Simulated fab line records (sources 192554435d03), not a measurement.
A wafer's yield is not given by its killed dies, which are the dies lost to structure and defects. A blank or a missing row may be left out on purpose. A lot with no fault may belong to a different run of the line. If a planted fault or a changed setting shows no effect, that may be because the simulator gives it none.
fab line records -- flow n5-finfet
record: lots: 6, wafers: 18, last-day: 16
route steps=1938 shown MOL_CONTACT_COAG@553 BEOL_M4@1111
lots that met no fault: from a run of the same line without faults
start-h: hours from the record's opening day to when the first of the lot's shown wafers began -- wait-h: how many hours have passed since the lot's step before this one -- " repeats the value in the row above -- L1.1+2: a single row standing in for several wafers -- - no value, or no start given -- * or withheld: withheld -- < > ~ a bound
route shown NAME@n: names a module that has steps shown in the file, with the first one's number in the route -- usual: the fault-free wafers' mean and standard deviation -- same: alike in all rows -- chamber/n: place in a boat -- sites: each site's reading -- _std_site: the standard deviation of these -- _edge_site: the outer-site mean with the inner-site mean subtracted -- radius-mm: for every site, how far away it sits from the centre of the wafer -- mask NAME#n: copy n -- behind: tool/chamber where the wafer was last shaped -- hold: reason for holding the lot/hours on hold/outcome of the hold -- device: whichever transistor did not switch (one of n, p or np) -- end of line: at the end of the route, the tests of the same wafers -- a step without rows: its recipe alone -- killed: dies that structure and defects cost at the first sort, which is not the same as the wafer's yield -- map: per-die view of a wafer (x killed, . not killed, _ where there is no die)
set.NAME: setting as actually run; set.NAME@STEP: the setting as run at that earlier step -- model.NAME: the simulator's own value behind a step, which no gauge read
a table for each step, a row for each wafer; lots at some steps of the route
services: from which hour (start-h, from the record's first day; less than 0 if before it) a tool's chamber was out of use, for how many hours, and why
== steps ==
step: N5_MOL_CONTACT_COAG_SRD_126
recipe: dry-time-s: 32, dry: n2-spin, spin-rpm: 1500
step: N5_MOL_CONTACT_COAG_CMP_23
recipe: stop-on: SiO2, t-overpolish-s: 1.5, post-cmp-clean: cu-alkaline, down-force-psi: 2, platen-rpm: 50.289, pad-velocity-m-s: 1.0006, target-thk-nm: 0
usual: edge-zone-pressure-frac: 1.001/0.0051, motor-current-A: 7.7/1, overpolish-run-s: 1.500/0.009, time-to-endpoint-s: 10.5/2.6
lot.wafer,tool,chamber,start-h,wait-h,edge-zone-pressure-frac,motor-current-A,overpolish-run-s,time-to-endpoint-s
L715.1,cmp-02,2,113.90,0.1,1.003,6.1,1.498,12.5
L715.2,cmp-02,3,113.90,0.1,1.010,6.7,1.499,13.9
L715.5,cmp-02,1,113.90,0.1,1.000,7.8,1.489,11.8
L719.3,cmp-01,1,135.33,0.0,0.994,7.9,1.505,6.2
L719.1,cmp-01,2,135.33,0.0,0.998,8.8,1.489,8.3
L719.5,cmp-01,1,135.33,0.0,0.997,7.9,1.495,6.3
L720.3,cmp-02,3,148.21,0.0,0.999,6.4,1.495,12.7
L720.4,cmp-02,0,148.21,0.0,0.999,8.3,1.488,10.0
L720.5,cmp-02,3,148.21,0.0,1.001,6.2,1.494,11.8
L724.2,cmp-01,3,168.12,0.1,1.006,7.8,1.499,10.9
L724.4,cmp-01,0,168.12,0.1,1.006,9.6,1.490,8.1
L724.6,cmp-01,3,168.12,0.1,1.002,7.7,1.510,8.3
L725.1,cmp-02,1,175.04,0.0,1.007,7.8,1.510,8.4
L725.2,cmp-02,0,175.04,0.0,0.994,8.5,1.504,9.8
L725.5,cmp-02,1,175.04,0.0,1.002,7.6,1.508,10.1
L727.3,cmp-01,0,185.93,0.0,0.990,10.3,1.505,10.6
L727.1,cmp-01,2,185.93,0.0,1.001,8.6,1.480,11.5
L727.2,cmp-01,3,185.93,0.0,1.000,7.7,1.512,9.6
step: N5_MOL_CONTACT_COAG_WET_ETCH_26
recipe: target: Co, target-depth-nm: 13
step: N5_MOL_CONTACT_COAG_WET_ETCH_116
recipe: chemistry: SC1-inhibited, target-depth-nm: 4.6, dry: ipa-marangoni, rinse-time-s: 30, rinse-temp-c: 23
step: N5_MOL_CONTACT_COAG_ALD_27
recipe: material: SiOC, target-thk-a: 170, temp-c: 400, ald-precursor-family: carbosiloxane, ald-co-reactant: H2-plasma, pulse-time-s: 1.5, time-s: 2720, purge-time-s: 2, co-reactant-purge-time-s: 2, ald-cycles: 340, pressure-torr: 2
usual: heater-power-w: 832/90, precursor-pulse-height-rel: 1.002/0.018
lot.wafer,tool,chamber,start-h,wait-h,heater-power-w,precursor-pulse-height-rel
L715.1,ald-sin-03,0,114.64,0.0,854,1.014
L715.2,ald-sin-03,3,114.64,0.0,780,0.979
L715.5,ald-sin-03,2,114.64,0.0,926,1.007
L719.1,ald-sin-03,0,136.22,0.1,858,0.991
L719.3,ald-sin-03,1,136.22,0.1,691,0.998
L719.5,ald-sin-03,1,136.22,0.1,695,0.991
L720.3,ald-sin-02,0,149.03,0.0,866,1.020
L720.4,ald-sin-02,1,149.03,0.0,841,1.004
L720.5,ald-sin-02,1,149.03,0.0,851,0.977
L724.2,ald-sin-01,1,169.58,0.7,715,0.972
L724.4,ald-sin-01,0,169.58,0.7,975,1.015
L724.6,ald-sin-01,1,169.58,0.7,735,0.981
L725.1,ald-sin-01,0,175.86,0.0,943,1.035
L725.2,ald-sin-01,2,175.86,0.0,962,0.994
L725.5,ald-sin-01,0,175.86,0.0,981,1.003
L727.1,ald-sin-02,2,187.71,1.0,776,0.986
L727.2,ald-sin-02,3,187.71,1.0,724,1.001
L727.3,ald-sin-02,0,187.71,1.0,882,0.975
step: N5_MOL_CONTACT_COAG_CMP_28
recipe: stop-on: SiNx, t-overpolish-s: 0.85, post-cmp-clean: alkaline-brush, down-force-psi: 4.15, platen-rpm: 51.8, pad-velocity-m-s: 1.0307, target-thk-nm: 14.522
step: N5_MOL_CONTACT_COAG_THK_MEAS_29
recipe: reads: SiNx_of_GATE_CUT_PECVD_57+SiNx_of_GATE_CUT_SAC_CAP_01
usual: MD_CAP_THK: 17.93/0.095
lot.wafer,tool,chamber,start-h,wait-h,MD_CAP_THK[nm]
L715.1,film-metro-01,-,116.50,-,18.05
L715.2,film-metro-01,-,116.50,-,18.02
L715.5,film-metro-01,-,116.50,-,17.94
L719.1,film-metro-01,-,138.19,-,17.81
L719.3,film-metro-01,-,138.19,-,17.81
L719.5,film-metro-01,-,138.19,-,17.77
L720.3,film-metro-02,-,150.90,-,17.91
L720.4,film-metro-02,-,150.90,-,17.93
L720.5,film-metro-02,-,150.90,-,17.97
L724.2,film-metro-01,-,171.49,-,17.95
L724.4,film-metro-01,-,171.49,-,17.91
L724.6,film-metro-01,-,171.49,-,18.00
L725.1,film-metro-02,-,177.72,-,18.03
L725.2,film-metro-02,-,177.72,-,17.99
L725.5,film-metro-02,-,177.72,-,17.92
L727.1,film-metro-01,-,189.57,-,17.96
L727.2,film-metro-01,-,189.57,-,17.88
L727.3,film-metro-01,-,189.57,-,18.07
step: N5_MOL_CONTACT_COAG_ALD_123
recipe: material: SiNx, target-thk-a: 50, temp-c: 400, ald-precursor-family: SiH2I2, ald-co-reactant: N2/H2-plasma, pulse-time-s: 1, purge-time-s: 2, co-reactant-purge-time-s: 2, ald-cycles: 100, pressure-torr: 2
usual: heater-power-w: 834/91, precursor-pulse-height-rel: 1.001/0.018
lot.wafer,tool,chamber,start-h,wait-h,heater-power-w,precursor-pulse-height-rel
L715.1,ald-sin-01,1,116.54,0.0,719,0.974
L715.2,ald-sin-01,0,116.54,0.0,927,1.028
L715.5,ald-sin-01,3,116.54,0.0,900,1.013
L719.1,ald-sin-01,1,138.75,0.6,718,0.987
L719.3,ald-sin-01,0,138.75,0.6,941,1.025
L719.5,ald-sin-01,1,138.75,0.6,723,0.977
L720.3,ald-sin-02,2,150.94,0.0,759,0.999
L720.4,ald-sin-02,0,150.94,0.0,877,0.985
L720.5,ald-sin-02,0,150.94,0.0,903,0.992
L724.2,ald-sin-01,0,171.52,0.0,971,1.020
L724.4,ald-sin-01,3,171.52,0.0,892,0.999
L724.6,ald-sin-01,3,171.52,0.0,904,1.009
L725.1,ald-sin-02,2,178.26,0.5,801,0.995
L725.2,ald-sin-02,0,178.26,0.5,882,0.983
L725.5,ald-sin-02,1,178.26,0.5,846,1.007
L727.1,ald-sin-02,0,189.61,0.0,874,0.994
L727.2,ald-sin-02,1,189.61,0.0,826,1.013
L727.3,ald-sin-02,2,189.61,0.0,798,0.995
step: N5_MOL_CONTACT_COAG_PECVD_31
recipe: material: SiO2, target-thk-a: 460, temp-c: 400, precursor: TEOS/O2, pressure-torr: 6.5, rf-w: withheld, teos-flow-sccm: withheld, gas: O2, flow-sccm: 2650, time-s: 8.9
step: N5_MOL_CONTACT_COAG_COAT_75
recipe: resist: SOC, temp-c: 250, time-s: 60, spin-rpm: 1500, resist-thk-nm: 60
step: N5_MOL_CONTACT_COAG_COAT_76
recipe: resist: SiARC, temp-c: 220, time-s: 60, spin-rpm: 1500, resist-thk-nm: 10
usual: exhaust-pa: 44.8/0.88, spin-speed-rpm: 1500.2/0.88
lot.wafer,tool,chamber,start-h,wait-h,exhaust-pa,spin-speed-rpm
L715.1,litho-track-05,0,117.12,-,45.2,1499.9
L715.2,litho-track-05,0,117.12,-,43.0,1499.6
L715.5,litho-track-05,0,117.12,-,43.5,1499.2
L719.1,litho-track-03,0,139.55,-,43.8,1499.1
L719.3,litho-track-03,0,139.55,-,45.6,1499.1
L719.5,litho-track-03,0,139.55,-,44.9,1500.5
L720.3,litho-track-02,0,151.50,-,45.0,1499.5
L720.4,litho-track-02,0,151.50,-,45.2,1500.0
L720.5,litho-track-02,0,151.50,-,43.8,1499.7
L724.2,litho-track-02,0,172.09,-,44.2,1499.0
L724.4,litho-track-02,0,172.09,-,45.1,1500.5
L724.6,litho-track-02,0,172.09,-,43.8,1500.1
L725.1,litho-track-05,0,178.82,-,44.4,1456.3
L725.2,litho-track-05,0,178.82,-,43.5,1455.6
L725.5,litho-track-05,0,178.82,-,43.8,1458.3
L727.1,litho-track-05,0,190.17,-,46.2,1454.2
L727.2,litho-track-05,0,190.17,-,44.0,1456.4
L727.3,litho-track-05,0,190.17,-,44.6,1453.8
step: N5_MOL_CONTACT_COAG_COAT_77
recipe: resist: underlayer, temp-c: 205, time-s: 60, spin-rpm: 1500, resist-thk-nm: 10
step: N5_MOL_CONTACT_COAG_COAT_78
recipe: resist: CAR-EUV, spin-rpm: 1500, resist-thk-nm: 40
step: N5_MOL_CONTACT_COAG_EBR_80
recipe: solvent: PGMEA, ebr-width-mm: 1.5
step: N5_MOL_CONTACT_COAG_SOFTBAKE_79
recipe: temp-c: 110, time-s: 60, resist: CAR-EUV
step: N5_MOL_CONTACT_COAG_EXPOSE_81
recipe: mask-id: VG, na: 0.33, source-shape: annular, sigma-inner: 0.3, sigma-outer: 0.7, polarization: unpolarized, defocus-nm: 0, dose-mj: 59.5
step: N5_MOL_CONTACT_COAG_PEB_82
recipe: peb-temp-c: 100, peb-time-s: 60, resist: CAR-EUV
step: N5_MOL_CONTACT_COAG_DEVELOP_83
recipe: develop-time-s: 30, developer: TMAH, resist: CAR-EUV, rinse-liquid: surfactant-rinse, dry: air-spin, dev-temp-c: 23
step: N5_MOL_CONTACT_COAG_CD_MEAS_84
recipe: target-cd-nm: 25.1, landing-energy-ev: 500, detector: se-inlens, polarity: opening
usual: cd-nm: 25.11/0.23
lot.wafer,tool,chamber,start-h,wait-h,cd-nm
L715.1,cd-sem-01,0,117.40,-,24.76
L715.2,cd-sem-01,0,117.40,-,25.21
L715.5,cd-sem-01,0,117.40,-,25.12
L719.1,cd-sem-03,0,139.95,-,25.07
L719.3,cd-sem-03,0,139.95,-,24.80
L719.5,cd-sem-03,0,139.95,-,25.19
L720.3,cd-sem-01,0,151.90,-,24.90
L720.4,cd-sem-01,0,151.90,-,24.90
L720.5,cd-sem-01,0,151.90,-,25.33
L724.2,cd-sem-02,0,172.37,-,24.83
L724.4,cd-sem-02,0,172.37,-,24.88
L724.6,cd-sem-02,0,172.37,-,25.05
L725.1,cd-sem-01,0,179.22,-,24.73
L725.2,cd-sem-01,0,179.22,-,25.29
L725.5,cd-sem-01,0,179.22,-,24.42
L727.1,cd-sem-02,0,190.46,-,24.73
L727.2,cd-sem-02,0,190.46,-,24.85
L727.3,cd-sem-02,0,190.46,-,24.79
step: N5_MOL_CONTACT_COAG_OVL_MEAS_85
recipe: points-per-wafer: 522
usual: VG_OVL: -0.1/0.72
lot.wafer,tool,chamber,start-h,wait-h,VG_OVL[nm]
L715.1,overlay-01,0,117.43,0.0,0.1
L715.2,overlay-01,0,117.43,0.0,0.3
L715.5,overlay-01,0,117.43,0.0,0.4
L719.1,overlay-01,0,139.98,0.0,-0.6
L719.3,overlay-01,0,139.98,0.0,-0.9
L719.5,overlay-01,0,139.98,0.0,-0.9
L720.3,overlay-02,0,151.94,0.0,-1.4
L720.4,overlay-02,0,151.94,0.0,-1.0
L720.5,overlay-02,0,151.94,0.0,-0.7
L724.2,overlay-02,0,172.40,0.0,0.6
L724.4,overlay-02,0,172.40,0.0,-0.1
L724.6,overlay-02,0,172.40,0.0,0.2
L725.1,overlay-01,0,179.25,0.0,-0.8
L725.2,overlay-01,0,179.25,0.0,-0.8
L725.5,overlay-01,0,179.25,0.0,-0.9
L727.1,overlay-01,0,190.49,0.0,-1.0
L727.2,overlay-01,0,190.49,0.0,0.5
L727.3,overlay-01,0,190.49,0.0,-1.3
step: N5_MOL_CONTACT_COAG_INSPECT_57
recipe: mode: adi, inspect-instrument: brightfield
usual: raw-defect-count: 212/59
lot.wafer,tool,chamber,start-h,wait-h,raw-defect-count
L715.1,defect-inspect-02,-,117.48,0.1,194
L715.2,defect-inspect-02,-,117.48,0.1,205
L715.5,defect-inspect-02,-,117.48,0.1,286
L719.1,defect-inspect-01,-,140.04,0.1,146
L719.3,defect-inspect-01,-,140.04,0.1,234
L719.5,defect-inspect-01,-,140.04,0.1,146
L720.3,defect-inspect-02,-,151.99,0.0,205
L720.4,defect-inspect-02,-,151.99,0.0,190
L720.5,defect-inspect-02,-,151.99,0.0,238
L724.2,defect-inspect-02,-,172.45,0.0,206
L724.4,defect-inspect-02,-,172.45,0.0,170
L724.6,defect-inspect-02,-,172.45,0.0,182
L725.1,defect-inspect-01,-,179.31,0.1,306
L725.2,defect-inspect-01,-,179.31,0.1,303
L725.5,defect-inspect-01,-,179.31,0.1,251
L727.1,defect-inspect-02,-,190.54,0.1,97
L727.2,defect-inspect-02,-,190.54,0.1,150
L727.3,defect-inspect-02,-,190.54,0.1,165
step: N5_MOL_CONTACT_COAG_DESCUM_88
recipe: chemistry: O2, time-s: 7, source-power-w: 50, bias-power-w: 20, pressure-mtorr: 20, rf-frequency-hz: 2.712e+07, temp-c: 40, resist: CAR-EUV, o2-flow-sccm: 225
usual: drypump-motor-current-A: 5.8/0.57, oes-product-au: 0.76/0.057, rf-vpp-V: 242.9/1.3, showerhead-plenum-p-Torr: 2.08/0.059, throttle-valve-pct: 20.45/0.3
lot.wafer,tool,chamber,start-h,wait-h,drypump-motor-current-A,oes-product-au,rf-hours-counter-h,rf-vpp-V,showerhead-plenum-p-Torr,throttle-valve-pct
L715.1,rie-diel-06,2,117.83,0.3,4.9,0.70,188,243.7,2.16,20.81
L715.2,rie-diel-06,3,117.83,0.3,5.0,0.74,160,241.9,2.02,20.06
L715.5,rie-diel-06,3,117.83,0.3,5.0,0.74,-,241.0,2.02,20.07
L719.1,rie-diel-05,3,140.28,0.2,5.5,0.88,38,242.2,2.05,20.31
L719.3,rie-diel-05,2,140.28,0.2,6.3,0.72,187,243.3,2.08,20.74
L719.5,rie-diel-05,0,140.28,0.2,6.4,0.83,-,243.5,2.10,20.29
L720.3,rie-diel-06,2,153.49,1.5,4.9,0.69,-,244.4,2.15,20.83
L720.4,rie-diel-06,1,153.49,1.5,5.5,0.70,-,240.5,2.00,20.89
L720.5,rie-diel-06,1,153.49,1.5,5.5,0.71,-,242.5,2.00,20.89
L724.2,rie-diel-02,2,172.52,0.1,6.1,0.78,109,242.6,2.10,20.39
L724.4,rie-diel-02,1,172.52,0.1,6.7,0.83,77,246.1,2.20,20.05
L724.6,rie-diel-02,1,172.52,0.1,6.7,0.83,-,244.6,2.20,20.06
L725.1,rie-diel-02,0,179.35,0.0,5.7,0.79,147,243.4,2.09,20.49
L725.2,rie-diel-02,3,179.35,0.0,5.7,0.71,203,243.8,2.09,20.77
L725.5,rie-diel-02,0,179.35,0.0,5.7,0.79,-,243.3,2.09,20.50
L727.1,rie-diel-06,1,190.58,0.0,5.5,0.70,194,241.7,1.99,20.92
L727.2,rie-diel-06,2,190.58,0.0,4.9,0.69,216,245.0,2.15,20.83
L727.3,rie-diel-06,3,190.58,0.0,5.0,0.72,183,243.5,2.01,20.09
step: N5_MOL_CONTACT_COAG_ETCH_89
recipe: chemistry: N2/H2, target: underlayer, target-depth-a: 130, mask-material: CAR-EUV, time-s: 10.4, ion-energy-ev: 200, pressure-mtorr: 30, source-w: 840, bias-w: 150, n2-flow-sccm: 200, h2-flow-sccm: 200, ends: cleared
step: N5_MOL_CONTACT_COAG_ETCH_90
recipe: chemistry: CF4, target: SiARC, target-depth-a: 130, mask-material: CAR-EUV, time-s: 21.7, ion-energy-ev: 80, pressure-mtorr: 40, source-w: 545, bias-w: 36, Ar_flow_sccm: 100, cf4-flow-sccm: 100, ends: cleared
usual: drypump-motor-current-A: 5.8/0.58, etch-rf-on-time-s: 22.0/0.6, oes-product-au: 0.64/0.049, rf-vpp-V: 183.8/1.2, showerhead-plenum-p-Torr: 2.13/0.062, throttle-valve-pct: 15.65/0.28
lot.wafer,tool,chamber,start-h,wait-h,drypump-motor-current-A,etch-rf-on-time-s,oes-product-au,rf-hours-counter-h,rf-vpp-V,showerhead-plenum-p-Torr,throttle-valve-pct,model.etch.depth-nm
L715.1,rie-diel-06,2,117.88,0.0,4.9,22.9,0.59,188,185.9,2.22,16.00,10.01
L715.2,rie-diel-06,3,117.88,0.0,5.0,22.3,0.62,160,182.9,2.06,15.28,10.03
L715.5,rie-diel-06,3,117.88,0.0,5.0,22.1,0.63,-,180.8,2.06,15.27,10
L719.1,rie-diel-05,3,140.34,0.0,5.4,22.4,0.73,38,185.0,2.09,15.37,10.02
L719.3,rie-diel-05,2,140.34,0.0,6.3,22.1,0.62,187,183.8,2.14,15.93,10.03
L719.5,rie-diel-05,0,140.34,0.0,6.5,20.7,0.72,-,184.9,2.17,15.62,10.01
L720.3,rie-diel-06,2,153.58,0.0,4.9,23.1,0.58,-,184.1,2.21,16.02,9.994
L720.4,rie-diel-06,1,153.58,0.0,5.5,22.6,0.60,-,182.7,2.05,16.00,10.02
L720.5,rie-diel-06,1,153.58,0.0,5.5,22.3,0.60,-,182.2,2.05,15.98,10.03
L724.2,rie-diel-02,2,172.57,0.0,6.1,22.4,0.67,109,184.7,2.15,15.58,9.984
L724.4,rie-diel-02,1,172.57,0.0,6.7,21.7,0.70,77,184.7,2.26,15.35,9.989
L724.6,rie-diel-02,1,172.57,0.0,6.7,21.7,0.70,-,185.9,2.26,15.35,9.979
L725.1,rie-diel-02,0,179.40,0.0,5.7,21.8,0.67,147,184.9,2.14,15.67,10.14
L725.2,rie-diel-02,3,179.40,0.0,5.7,21.9,0.61,203,184.5,2.13,15.83,10.13
L725.5,rie-diel-02,0,179.40,0.0,5.7,22.1,0.66,-,185.3,2.14,15.65,10.14
L727.1,rie-diel-06,1,190.63,0.0,5.5,22.2,0.60,194,182.8,2.04,16.02,10.12
L727.2,rie-diel-06,2,190.63,0.0,4.9,22.9,0.57,216,186.1,2.20,16.06,10.15
L727.3,rie-diel-06,3,190.63,0.0,5.0,22.6,0.61,183,182.7,2.05,15.32,10.14
step: N5_MOL_CONTACT_COAG_ALD_131
recipe: material: SiO2, target-thk-a: 50, temp-c: 100, ald-precursor-family: BDEAS, ald-co-reactant: O2-plasma, pulse-time-s: 1, co-reactant-pulse-time-s: 1, purge-time-s: 2, co-reactant-purge-time-s: 2, ald-cycles: 35, pressure-torr: 2
usual: heater-power-w: 76/7.5, precursor-pulse-height-rel: 1.000/0.02
same: co-reactant-pulse-time-s: 1
lot.wafer,tool,chamber,start-h,wait-h,heater-power-w,precursor-pulse-height-rel
L715.1,ald-sin-01,1,117.96,0.1,67,0.961
L715.2,ald-sin-01,3,117.96,0.1,84,1.036
L715.5,ald-sin-01,3,117.96,0.1,83,1.025
L719.1,ald-sin-02,2,140.42,0.1,70,1.012
L719.3,ald-sin-02,1,140.42,0.1,80,1.011
L719.5,ald-sin-02,2,140.42,0.1,73,1.007
L720.3,ald-sin-02,1,154.60,1.0,81,1.011
L720.4,ald-sin-02,0,154.60,1.0,82,1.009
L720.5,ald-sin-02,0,154.60,1.0,84,1.024
L724.2,ald-sin-01,1,172.65,0.1,67,0.981
L724.4,ald-sin-01,0,172.65,0.1,88,1.035
L724.6,ald-sin-01,2,172.65,0.1,86,0.961
L725.1,ald-sin-02,0,180.01,0.6,80,0.975
L725.2,ald-sin-02,1,180.01,0.6,76,0.980
L725.5,ald-sin-02,3,180.01,0.6,69,1.031
L727.1,ald-sin-02,1,191.09,0.4,77,0.993
L727.2,ald-sin-02,0,191.09,0.4,80,1.011
L727.3,ald-sin-02,2,191.09,0.4,72,1.012
step: N5_BEOL_M4_RC_MEAS_101
usual: DIBL_N: 36.3/2, DIBL_P: 36.3/2.4, IOFF_N: 0.16/0.034, IOFF_P: 0.21/0.035, ION_N: 672/12, ION_P: 459/6.5, SS_N: 71.6/0.67, SS_P: 73.3/0.71, VT_N: 250/3.5, VT_P: -251/3
lot.wafer,tool,chamber,start-h,wait-h,DIBL_N[mV/V],DIBL_P[mV/V],IOFF_N[nA/um],IOFF_P[nA/um],ION_N[uA/um],ION_P[uA/um],SS_N[mV/dec],SS_P[mV/dec],VT_N[mV],VT_P[mV]
L715.1,prober-02,0,184.66,0.0,33.2,31.9,0.11,0.14,658,449,70.6,71.5,254,-256
L715.2,prober-02,0,184.66,0.0,32.4,31.4,0.10,0.14,661,463,70.6,72.0,255,-257
L715.5,prober-02,0,184.66,0.0,34.3,33.2,0.13,0.16,681,466,71.1,72.6,254,-253
L719.1,prober-02,0,219.81,0.0,33.2,32.5,0.13,0.17,669,456,72.0,72.4,251,-255
L719.3,prober-02,0,219.81,0.0,35.0,35.7,0.16,0.22,673,462,72.4,73.3,249,-247
L719.5,prober-02,0,219.81,0.0,32.8,32.0,0.12,0.17,652,446,71.1,72.3,253,-250
L720.3,prober-02,0,254.00,0.3,35.8,35.0,0.13,0.22,651,452,71.9,73.3,253,-246
L720.4,prober-02,0,254.00,0.3,36.7,36.4,0.16,0.24,664,466,71.2,73.9,252,-246
L720.5,prober-02,0,254.00,0.3,36.9,36.1,0.16,0.24,669,463,72.0,73.8,250,-247
L724.2,prober-02,0,260.28,0.2,40.1,40.2,0.22,0.26,698,473,71.9,73.5,244,-249
L724.4,prober-02,0,260.28,0.2,38.7,37.5,0.16,0.21,667,456,72.5,73.5,250,-251
L724.6,prober-02,0,260.28,0.2,38.3,36.6,0.15,0.20,662,453,71.8,73.2,251,-252
L725.1,prober-01,0,261.26,0.0,39.2,41.3,0.21,0.29,671,462,72.9,74.2,249,-248
L725.2,prober-01,0,261.26,0.0,38.7,40.3,0.22,0.28,682,465,73.0,75.1,249,-242
L725.5,prober-01,0,261.26,0.0,36.1,38.5,0.17,0.24,670,455,72.0,75.0,253,-247
L727.1,prober-01,0,286.38,0.0,35.8,36.9,0.16,0.23,665,459,71.2,72.6,248,-249
L727.2,prober-01,0,286.38,0.0,35.9,35.9,0.16,0.22,663,457,72.1,73.2,247,-246
L727.3,prober-01,0,286.38,0.0,37.4,37.9,0.19,0.26,681,467,72.0,73.2,247,-247
== services ==
tool,chamber,start-h,hours,kind
rie-diel-02,1,96.54,4.5,repair
rie-diel-05,3,102.56,2.6,repair
ald-sin-02,0,110.53,4.8,repair
rie-diel-06,2,122.85,3.9,repair
ald-sin-01,3,124.68,14.4,repair
ald-sin-01,2,130.05,33.2,repair
rie-diel-06,0,138.95,18.3,repair
ald-sin-02,0,141.93,1.6,repair
rie-diel-05,-,146.10,14.6,pm
cmp-01,-,146.36,4.0,pm
cmp-01,-,150.36,-,consumable-replace:conditioner
cmp-01,-,150.36,-,consumable-replace:pad
cmp-02,-,156.03,16.5,pm
litho-track-05,-,157.26,-,consumable-replace:filter
rie-diel-05,0,161.45,14.5,repair
cmp-01,-,173.90,7.2,repair
rie-diel-05,2,176.47,4.3,repair
ald-sin-03,-,177.52,14.0,pm
ald-sin-03,0,177.52,14.0,vent-cycle
ald-sin-03,1,177.52,14.0,vent-cycle
ald-sin-03,2,177.52,14.0,vent-cycle
ald-sin-03,3,177.52,14.0,vent-cycle
ald-sin-02,-,183.50,0.2,repair
cmp-01,-,187.32,1.9,repair
== key ==
first-sign: step: N5_MOL_CONTACT_COAG_COAT_76, reading: spin-speed-rpm, direction: down, sigmas: 50, usual: *, struck: *
effect none on later readings
model-effect: step: N5_MOL_CONTACT_COAG_ETCH_90, value: etch.depth-nm, without: 9.984, struck: 10.14
met-at N5_MOL_CONTACT_COAG_COAT_76
struck-wafers L725.1,L725.2,L725.5,L727.1,L727.2,L727.3
onset-between 117.12 178.82
fault: kind: process-parameter-drift, tool: litho-track-05, chamber: -, onset-h: 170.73, steps: N5_MOL_CONTACT_COAG_COAT_76, channel: spin-rpm, offset: *, shape: step, end-h: 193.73, acts-in: *, stated: *
